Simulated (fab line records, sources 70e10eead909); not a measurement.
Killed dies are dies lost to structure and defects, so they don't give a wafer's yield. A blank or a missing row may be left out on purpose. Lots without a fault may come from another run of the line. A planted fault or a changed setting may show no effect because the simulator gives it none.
Problem report in the 8D (eight disciplines) form, filled by code | flow nand_harc | the parts of the form that need people (team, actions taken, sign-off) are left out

1. THE PROBLEM
killed_at_array at NHARC_END_SORT_01 reads a mean of 671 on 6 wafers of 2 lots; wafers without a fault read 55 with a standard deviation of 20. That is +31 standard deviations from the usual mean.
First seen on wafer L770.1, day 27 06:13, on prober-02. The record holds 6 wafers of 2 lots with a number at this step. Rule for "out", or "out of limits": more than 4 standard deviations from the usual mean. The other wafers with a number count as sound.

2. WHAT IT IS AND WHAT IT IS NOT
question                    | is                           | is not
which readings at this step | killed_at_array, killed_dies | killed_at_periphery, killed_open
which lots                  | L770, L771                   | -
which wafers of those lots  | all that have a number       | -
read on which gauges        | prober-01, prober-02         | -
when                        | from day 27 06:13            | up to then (0 sound wafers)

3. SUSPECTS, AND WHAT RULES EACH OUT
Counting: a tool at a process step up to the reading stays a suspect if it ran every lot that is out and no sound lot after the first of them.
- the gauge at NHARC_END_SORT_01: ruled out. The wafers that are out were read on 2 gauges (prober-01, prober-02).
- rie_diel-08 at NHARC_A_STAIRCASE_ETCH_221 (etches the open film in C4F8/O2, target depth 100 nm, time 40.5 s): kept. It ran every lot that is out, first L770 (day 19 07:14), and no sound lot after that. Its own readings are out on those wafers: run_length_s.
Left after counting: rie_diel-08 at NHARC_A_STAIRCASE_ETCH_221.

4. THE CAUSE (what the simulator had put in)
Process parameter drift: rie_diel-08, from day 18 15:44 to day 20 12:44, at NHARC_A_STAIRCASE_ETCH_221. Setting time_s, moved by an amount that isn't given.
Counting left only this tool.

5. THE CHAIN OF EFFECTS, in route order
Each row: a reading whose mean over the struck wafers that have a number lies more than 3 standard deviations from the usual. Only readings for which the record gives a usual standard deviation are gone through. hours: the time from each lot's start at the first step in this table that gives one to its start at this step, as a median over the lots. sigmas: the change in usual standard deviations.
hours | step                       | reading         | usual  | on struck wafers | change | sigmas
0     | NHARC_A_STAIRCASE_ETCH_221 | run_length_s    | 61.9 s | 45.3             | -16.6  | -35
189   | NHARC_END_SORT_01          | killed_at_array | 55     | 671              | +616   | +31
189   | NHARC_END_SORT_01          | killed_dies     | 60     | 677              | +617   | +29
The process steps in it:
- NHARC_A_STAIRCASE_ETCH_221: etches the open film in C4F8/O2, target depth 100 nm, time 40.5 s.

6. WHAT WOULD HAVE CAUGHT IT SOONER
In this record the first reading out of limits at a measuring or inspecting step was taken at day 27 06:13, 206 hours after the fault began at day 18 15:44.
The tool's own readings at NHARC_A_STAIRCASE_ETCH_221 were out on every struck wafer that the step has a row for (run_length_s): an alarm limit on them would have fired on the first of those.
All the lots that are out (2) had begun NHARC_A_STAIRCASE_ETCH_221 on rie_diel-08 by day 27 06:13. A hold on the tool at that time would have spared none of them.
